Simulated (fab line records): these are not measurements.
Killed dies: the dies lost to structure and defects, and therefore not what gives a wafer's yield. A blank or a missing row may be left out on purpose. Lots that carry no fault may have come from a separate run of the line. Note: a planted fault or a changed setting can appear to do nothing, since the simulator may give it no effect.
Chamber matching + flow n5Finfet + N5_GATE_CUT_SAC_CAP_01 on aldSin-02: 4 sister chambers
The step material SiNx, target thk 24 nm, pulse time 1 s, ald cycles 480. 16 wafers are shown with their chamber, then 8 later ones without.

WAFERS, EACH WITH ITS CHAMBER
| wafer  | chamber | heaterPowerW (W) | precursorPulseHeightRel |
|--------|---------|------------------|-------------------------|
| L074.2 | 2       | 856              | 1.005                   |
| L074.5 | 3       | 915              | 1.012                   |
| L074.6 | 0       | 854              | 0.966                   |
| L078.1 | 0       | 880              | 1.008                   |
| L078.5 | 1       | 696              | 0.993                   |
| L078.6 | 0       | 912              | 1.008                   |
| L083.2 | 3       | 904              | 0.984                   |
| L083.5 | 3       | 834              | 0.955                   |
| L083.6 | 2       | 839              | 1.006                   |
| L086.2 | 3       | 878              | 1.010                   |
| L086.4 | 2       | 838              | 1.039                   |
| L086.5 | 1       | 667              | 1.022                   |
| L087.1 | 0       | 904              | 0.997                   |
| L087.4 | 3       | 857              | 1.013                   |
| L087.5 | 3       | 863              | 1.000                   |
| L089.1 | 1       | 688              | 0.977                   |

SIGNATURES, as means of the wafers listed above
| reading                 | chamber 0 | chamber 1 | chamber 2 | chamber 3 | scatter within a chamber |
|-------------------------|-----------|-----------|-----------|-----------|--------------------------|
| heaterPowerW            | 887.50    | 683.67    | 844.33    | 875.17    | 24.7                     |
| precursorPulseHeightRel | 0.99475   | 0.99733   | 1.01667   | 0.99567   | 0.0215                   |
Rule: a wafer's distance from a chamber is the root of the sum, over the readings, of the square of ((its reading less the chamber's mean) divided by the reading's scatter). The wafer belongs to the nearest chamber; if the next one is less than 2 further off, it can't be placed. The scatter: the root of (the sum of the squares of (reading less its chamber's mean) over the shown wafers, divided by (wafers less chambers)).

WAFERS MISSING THEIR CHAMBER
| wafer  | heaterPowerW (W) | precursorPulseHeightRel |
|--------|------------------|-------------------------|
| L089.4 | 883              | 0.982                   |
| L089.6 | 847              | 1.003                   |
| L090.2 | 851              | 0.980                   |
| L090.4 | 843              | 1.006                   |
| L090.5 | 686              | 0.968                   |
| L092.4 | 874              | 1.014                   |
| L092.5 | 843              | 1.020                   |
| L092.6 | 680              | 0.985                   |

CHAMBER TAKEN BY EACH
| wafer  | from the rows above          | in truth |
|--------|------------------------------|----------|
| L089.4 | can't be placed: 0 or 3 or 2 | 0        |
| L089.6 | can't be placed: 2 or 3 or 0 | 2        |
| L090.2 | can't be placed: 3 or 0 or 2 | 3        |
| L090.4 | can't be placed: 2 or 3 or 0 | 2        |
| L090.5 | 1                            | 1        |
| L092.4 | can't be placed: 3 or 0 or 2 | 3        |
| L092.5 | can't be placed: 2 or 3 or 0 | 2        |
| L092.6 | 1                            | 1        |
Correct placement for 2 of the 8. Can't be placed from these rows: 6 (the true chamber is among the candidates in 6). Placed wrongly: 0.
